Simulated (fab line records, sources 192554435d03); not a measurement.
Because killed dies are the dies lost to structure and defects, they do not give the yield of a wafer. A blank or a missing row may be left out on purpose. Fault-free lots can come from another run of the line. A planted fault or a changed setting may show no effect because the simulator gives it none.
fab line records ; flow n5_finfet
record: lots: 7; wafers: 21
route steps=1938 shown BEOL_M14@1718 MIM_BOT@1833 PAD_METAL@1895 PASSIVATION@1929
start_h: start of the lot's first displayed wafer, in hours after the record's first day ; wait_h: hours from the lot's prior step to this one ; " same as the row above ; L1.1+2: a row that stands for several wafers ; - no value present, or no start provided ; * or withheld: withheld ; < > ~ a bound
route shown NAME@n: NAME is a module with steps in the file, n the number in the route of the first one ; usual: mean/standard deviation taken from wafers without a fault ; same: alike in all rows ; chamber/n: place in a boat ; sites: per-site readings ; _std_site: their standard deviation ; _edge_site: inner sites' mean taken away from outer sites' mean ; radius_mm: for every site, how far away it sits from the centre of the wafer ; mask NAME#n: copy n ; behind: the most recent tool/chamber to have shaped the wafer ; hold: why the lot went on hold/how many hours it stayed there/how the hold came to an end ; device: which transistor (n, p or np) failed to switch ; end of line: at the end of the route, the tests of the same wafers ; step lacking rows: just its recipe ; killed: the dies lost at the first sort to structure and to defects; this is not the yield of the wafer ; map: per-die view of a wafer (x killed, . not killed, _ where there is no die)
set.NAME: setting as actually run; set.NAME@STEP: the setting as run at that earlier step ; model.NAME: the simulator's own value behind a step, which no gauge read
one table per step and one row per wafer, for lots whose settings were changed on purpose
== steps ==
step: N5_BEOL_M14_COAT_58
recipe: resist: BARC; temp_c: 205; time_s: 60; spin_rpm: 1500; resist_thk_nm: 89
lot.wafer;tool;chamber;start_h;wait_h;set.spin_rpm;model.BARC_of_BEOL_M14_COAT_58.thk_nm
L074.1;litho_track-05;0;245.45;0.0;1650;85.2
L074.5;litho_track-05;0;245.45;0.0;1500;89.2
L074.6;litho_track-05;0;245.45;0.0;1500;89.4
L083.3;litho_track-03;0;311.67;0.0;1500;88.6
L083.4+5;litho_track-03;0;311.67;0.0;1500;88.8
L090.2;litho_track-01;0;342.24;0.0;1342;94
L090.3+6;litho_track-01;0;342.24;0.0;1342;94.2
L095.1;litho_track-01;0;377.73;0.0;1500;89.4
L095.3;litho_track-01;0;377.73;0.0;1596;86.6
L095.5;litho_track-01;0;377.73;0.0;1596;86.8
L094.1;litho_track-05;0;377.92;0.0;1407;91.8
L094.3+4;litho_track-05;0;377.92;0.0;1407;92
L097.1;litho_track-03;0;381.88;0.0;1623;85.6
L097.3;litho_track-03;0;381.88;0.0;1623;85.2
L097.5;litho_track-03;0;381.88;0.0;1500;88.8
L096.1+6;litho_track-05;0;389.60;0.0;1500;88.8
L096.2;litho_track-05;0;389.60;0.0;1403;92
step: N5_BEOL_M14_COAT_04
recipe: spin_rpm: 1704; resist_thk_nm: 800
step: N5_BEOL_M14_EBR_06
recipe: solvent: PGMEA; ebr_width_mm: 1.5
step: N5_BEOL_M14_DESCUM_15
recipe: chemistry: O2; time_s: 7.9; source_power_w: 50; bias_power_w: 20; pressure_mtorr: 20; rf_frequency_hz: 2.712e+07; temp_c: 40; o2_flow_sccm: 225
step: N5_BEOL_M14_ETCH_59
recipe: chemistry: N2/H2; target: BARC; target_depth_a: 890; overetch_a: 267; time_s: 67.9; ion_energy_ev: 200; pressure_mtorr: 30; source_w: 840; bias_w: 150; n2_flow_sccm: 200; h2_flow_sccm: 200
lot.wafer;tool;chamber;start_h;wait_h;set.spin_rpm@BEOL_M14_COAT_58;model.etch.depth_nm
L074.1;rie_diel-01;2;246.12;0.0;1650;85.2
L074.5;rie_diel-01;3;246.12;0.0;1500;89.19
L074.6;rie_diel-01;2;246.12;0.0;1500;89.45
L083.3;rie_diel-02;0;312.19;0.0;1500;88.63
L083.4;rie_diel-02;2;312.19;0.0;1500;88.76
L083.5;rie_diel-02;3;312.19;0.0;1500;88.89
L090.2;rie_diel-01;3;342.65;0.0;1342;94.06
L090.3;rie_diel-01;2;342.65;0.0;1342;94.24
L090.6;rie_diel-01;0;342.65;0.0;1342;94.14
L095.1;rie_diel-01;3;378.25;0.0;1500;89.32
L095.3;rie_diel-01;2;378.25;0.0;1596;86.54
L095.5;rie_diel-01;2;378.25;0.0;1596;86.72
L094.1;rie_diel-02;1;378.40;0.0;1407;91.85
L094.3+4;rie_diel-02;2,0;378.40;0.0;1407;92.04
L097.1;rie_diel-02;1;382.27;0.0;1623;85.69
L097.3;rie_diel-02;3;382.27;0.0;1623;85.28
L097.5;rie_diel-02;0;382.27;0.0;1500;88.87
L096.1;rie_diel-02;0;390.00;0.0;1500;88.88
L096.2;rie_diel-02;2;390.00;0.0;1403;92.07
L096.6;rie_diel-02;3;390.00;0.0;1500;88.79
step: N5_BEOL_M14_VIA_ETCH_16
recipe: chemistry: C4F8/O2/Ar; target: SiO2; he_inner_torr: 15; he_outer_torr: 30; target_depth_a: 12313; time_s: withheld; ion_energy_ev: 800; pressure_mtorr: 20; source_w: 1905; bias_w: 2040; Ar_flow_sccm: 400; C4F8_flow_sccm: 16; O2_flow_sccm: 12; ends: cleared
lot.wafer;tool;chamber;start_h;wait_h;set.time_s@BEOL_M14_ILD_DEP_00;model.etch.depth_nm;model.coat_of_BEOL_M14_COAT_04.thk_nm
L074.1;rie_diel-01;2;246.17;0.0;*;1179;439.4
L074.5;rie_diel-01;3;246.17;0.0;*;1193;434.2
L074.6;rie_diel-01;2;246.17;0.0;*;1110;453.6
L083.3;rie_diel-02;0;312.24;0.0;*;1105;454.6
L083.4;rie_diel-02;2;312.24;0.0;*;1125;450.4
L083.5;rie_diel-02;3;312.24;0.0;*;1148;440.8
L090.2;rie_diel-01;3;342.70;0.0;*;1127;455
L090.3;rie_diel-01;2;342.70;0.0;*;1117;451.8
L090.6;rie_diel-01;0;342.70;0.0;*;1137;452
L095.1;rie_diel-01;3;378.31;0.0;*;1263;413.4
L095.3;rie_diel-01;2;378.31;0.0;*;1150;438
L095.5;rie_diel-01;2;378.31;0.0;*;1288;406.2
L094.1;rie_diel-02;1;378.46;0.0;*;1111;458.2
L094.3;rie_diel-02;2;378.46;0.0;*;1106;458.4
L094.4;rie_diel-02;0;378.46;0.0;*;1121;453.8
L097.1;rie_diel-02;1;382.33;0.0;*;960.3;493
L097.3;rie_diel-02;3;382.33;0.0;*;957.1;486.6
L097.5;rie_diel-02;0;382.33;0.0;*;1125;450.6
L096.1;rie_diel-02;0;390.05;0.0;*;1102;458.4
L096.2;rie_diel-02;2;390.05;0.0;*;1110;454.2
L096.6;rie_diel-02;3;390.05;0.0;*;1235;420.4
step: N5_BEOL_M14_SPUTTER_43
recipe: material: TaN; target_thk_a: 150; temp_c: 50; bias_v: 168.6; power_w: 15000; chamber_pressure_pa: 0.12; time_s: 24.19
lot.wafer;tool;chamber;start_h;wait_h;set.power_w;model.TaN_of_BEOL_M14_SPUTTER_43.thk_nm
L074.1;pvd_sputter-02;-;248.42;0.0;15000;15.2
L074.5;pvd_sputter-02;-;248.42;0.0;17230;17.2
L074.6;pvd_sputter-02;-;248.42;0.0;15000;14.8
L083.3+5;pvd_sputter-02;-;314.58;0.0;15000;14.6
L083.4;pvd_sputter-02;-;314.58;0.0;15000;14.8
L090.2+3;pvd_sputter-02;-;347.47;0.0;15790;15.6
L090.6;pvd_sputter-02;-;347.47;0.0;15000;14.8
L095.1+3+5;pvd_sputter-01;-;381.28;0.0;15000;15.2
L094.1;pvd_sputter-03;-;381.47;0.0;15000;14.8
L094.3;pvd_sputter-03;-;381.47;0.0;12570;12.6
L094.4;pvd_sputter-03;-;381.47;0.0;12570;12.4
L097.1+5;pvd_sputter-02;-;384.39;0.0;15000;14.6
L097.3;pvd_sputter-02;-;384.39;0.0;15000;14.8
L096.1;pvd_sputter-02;-;394.75;0.0;14210;14
L096.2;pvd_sputter-02;-;394.75;0.0;15000;15
L096.6;pvd_sputter-02;-;394.75;0.0;15000;14.8
step: N5_BEOL_M14_DEP_53
recipe: material: SiCN; target_thk_a: 500; temp_c: withheld; precursor: 3MS/NH3; pressure_torr: 3; rf_w: 675; time_s: 17.8
lot.wafer;tool;chamber;start_h;wait_h;set.time_s;model.SiCN_of_BEOL_M14_DEP_53.thk_nm
L074.1;pecvd-03;2;249.85;0.0;15.61;43.8
L074.5;pecvd-03;1;249.85;0.0;17.8;50.6
L074.6;pecvd-03;0;249.85;0.0;15.61;44.8
L083.3;pecvd-02;2;315.71;0.0;17.8;49.4
L083.4;pecvd-02;1;315.71;0.0;17.8;51.2
L083.5;pecvd-02;2;315.71;0.0;17.8;50.8
L090.2;pecvd-03;2;348.63;0.0;16.68;46.2
L090.3;pecvd-03;1;348.63;0.0;17.8;49.8
L090.6;pecvd-03;2;348.63;0.0;17.8;50.4
L095.1;pecvd-03;0;382.53;0.0;17.8;49.8
L095.3;pecvd-03;2;382.53;0.0;17.8;50
L095.5;pecvd-03;1;382.53;0.0;17.8;50.8
L094.1;pecvd-04;2;382.77;0.0;17.8;49.8
L094.3;pecvd-04;0;382.77;0.0;15.35;43.2
L094.4;pecvd-04;2;382.77;0.0;15.35;43.4
L097.1;pecvd-03;0;385.53;0.0;17.8;48.8
L097.3;pecvd-03;0;385.53;0.0;18.99;53.4
L097.5;pecvd-03;0;385.53;0.0;17.8;50.4
L096.1;pecvd-02;2;395.87;0.0;17.8;49.8
L096.2;pecvd-02;1;395.87;0.0;17.8;50.2
L096.6;pecvd-02;1;395.87;0.0;17.8;50.6
step: N5_MIM_BOT_SPUTTER_00
recipe: material: TiN; target_thk_a: 350; temp_c: 200; power_w: 3000; chamber_pressure_pa: 0.49996; gas: Ar; reactive_partial_pa: 0.37997; time_s: 89.7
lot.wafer;tool;chamber;start_h;wait_h;set.time_s;model.TiN_of_MIM_BOT_SPUTTER_00.thk_nm
L074.1+5;pvd_sputter-03;-;258.73;0.0;89.7;35
L074.6;pvd_sputter-03;-;258.73;0.0;89.7;35.2
L083.3+5;pvd_sputter-02;-;325.28;0.0;89.7;34.6
L083.4;pvd_sputter-02;-;325.28;0.0;89.7;35
L090.2+3;pvd_sputter-02;-;361.91;0.0;89.7;34.8
L090.6;pvd_sputter-02;-;361.91;0.0;89.7;34.6
L095.1;pvd_sputter-02;-;391.11;0.0;89.7;34.6
L095.3;pvd_sputter-02;-;391.11;0.0;89.7;35
L095.5;pvd_sputter-02;-;391.11;0.0;89.7;34.8
L094.1+3;pvd_sputter-03;-;391.60;0.0;89.7;34.8
L094.4;pvd_sputter-03;-;391.60;0.0;76.96;29.2
L097.1;pvd_sputter-02;-;395.49;0.0;100.4;39
L097.3;pvd_sputter-02;-;395.49;0.0;89.7;35.4
L097.5;pvd_sputter-02;-;395.49;0.0;100.4;39.2
L096.1+2;pvd_sputter-03;-;405.23;0.0;89.7;35.2
L096.6;pvd_sputter-03;-;405.23;0.0;84.56;33.4
step: N5_PASSIVATION_SPUTTER_20
recipe: material: TaN; target_thk_a: 500; temp_c: 25; chamber_pressure_pa: 0.4
lot.wafer;tool;chamber;start_h;wait_h;set.target_thk_a;model.TaN_of_PASSIVATION_SPUTTER_20.thk_nm
L074.1;pvd_sputter-01;-;267.92;0.0;554.6;55.6
L074.5;pvd_sputter-01;-;267.92;0.0;500;51
L074.6;pvd_sputter-01;-;267.92;0.0;500;50.6
L083.3;pvd_sputter-01;-;333.17;0.0;500;51
L083.4;pvd_sputter-01;-;333.17;0.0;500;50.8
L083.5;pvd_sputter-01;-;333.17;0.0;500;50.2
L090.2+6;pvd_sputter-03;-;370.65;0.0;450.5;45.2
L090.3;pvd_sputter-03;-;370.65;0.0;500;50.2
L095.1+3;pvd_sputter-02;-;396.43;0.0;464.9;46.6
L095.5;pvd_sputter-02;-;396.43;0.0;500;50.2
L097.1;pvd_sputter-03;-;401.45;0.0;500;49.8
L097.3+5;pvd_sputter-03;-;401.45;0.0;477.3;47.6
L094.1+4;pvd_sputter-01;-;401.49;0.0;500;50
L094.3;pvd_sputter-01;-;401.49;0.0;500;50.2
L096.1;pvd_sputter-03;-;414.14;0.0;500;50.4
L096.2;pvd_sputter-03;-;414.14;0.0;561.2;56.2
L096.6;pvd_sputter-03;-;414.14;0.0;561.2;56.6
step: N5_PASSIVATION_PASS_ETCH_47
recipe: chemistry: CF4/O2; target: SiNx; target_depth_a: 7700; time_s: 385; ion_energy_ev: 100; pressure_mtorr: 40; source_w: 535; bias_w: 49; Ar_flow_sccm: 100; cf4_flow_sccm: 100; O2_flow_sccm: 10
lot.wafer;tool;chamber;start_h;wait_h;set.time_s;model.etch.depth_nm
L074.1;rie_diel-06;3;270.48;0.0;385;750.9
L074.5;rie_diel-06;3;270.48;0.0;385;745.9
L074.6;rie_diel-06;0;270.48;0.0;385;790.6
L083.3;rie_diel-01;1;335.60;0.0;385;743.2
L083.4;rie_diel-01;3;335.60;0.0;385;793.4
L083.5;rie_diel-01;0;335.60;0.0;385;781.5
L090.2;rie_diel-02;3;373.22;0.0;385;764.7
L090.3;rie_diel-02;0;373.22;0.0;461.4;918.9
L090.6;rie_diel-02;0;373.22;0.0;461.4;916
L095.1;rie_diel-01;1;399.10;0.0;311.8;609.7
L095.3;rie_diel-01;0;399.10;0.0;385;789.9
L095.5;rie_diel-01;0;399.10;0.0;311.8;637.6
L097.1;rie_diel-02;1;404.12;0.0;445.8;877.8
L097.3;rie_diel-02;2;404.12;0.0;385;754.5
L097.5;rie_diel-02;2;404.12;0.0;445.8;879.1
L094.1;rie_diel-01;3;404.29;0.0;357;729.7
L094.3;rie_diel-01;0;404.29;0.0;357;726.1
L094.4;rie_diel-01;2;404.29;0.0;357;716.6
L096.1;rie_diel-06;1;416.83;0.0;385;763.6
L096.2;rie_diel-06;3;416.83;0.0;327.1;669.1
L096.6;rie_diel-06;0;416.83;0.0;327.1;674.8
== key ==
split: step: N5_BEOL_M14_COAT_58; setting: spin_rpm; stated: 1500; by: wafer
response: step: N5_BEOL_M14_COAT_58; reading: model.BARC_of_BEOL_M14_COAT_58.thk_nm; change: -0.427; per: 1%; r: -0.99
response: step: N5_BEOL_M14_ETCH_59; reading: model.etch.depth_nm; change: -0.429; per: 1%; r: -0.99
split: step: N5_BEOL_M14_SPUTTER_43; setting: power_w; stated: 15000; by: wafer
response: step: N5_BEOL_M14_SPUTTER_43; reading: model.TaN_of_BEOL_M14_SPUTTER_43.thk_nm; change: +0.146; per: 1%; r: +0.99
split: step: N5_BEOL_M14_DEP_53; setting: time_s; stated: 17.8; by: wafer
response: step: N5_BEOL_M14_DEP_53; reading: model.SiCN_of_BEOL_M14_DEP_53.thk_nm; change: +0.51; per: 1%; r: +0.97
split: step: N5_MIM_BOT_SPUTTER_00; setting: time_s; stated: 89.7; by: wafer
response: step: N5_MIM_BOT_SPUTTER_00; reading: model.TiN_of_MIM_BOT_SPUTTER_00.thk_nm; change: +0.356; per: 1%; r: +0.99
split: step: N5_PASSIVATION_SPUTTER_20; setting: target_thk_a; stated: 500; by: wafer
response: step: N5_PASSIVATION_SPUTTER_20; reading: model.TaN_of_PASSIVATION_SPUTTER_20.thk_nm; change: +0.482; per: 1%; r: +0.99
split: step: N5_PASSIVATION_PASS_ETCH_47; setting: time_s; stated: 385; by: wafer
response: step: N5_PASSIVATION_PASS_ETCH_47; reading: model.etch.depth_nm; change: +7.74; per: 1%; r: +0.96
split outside_this_file step=N5_BEOL_M14_ILD_DEP_00 setting=time_s
split outside_this_file: this setting was split too, and the file shows its column; the key of that split is in another file
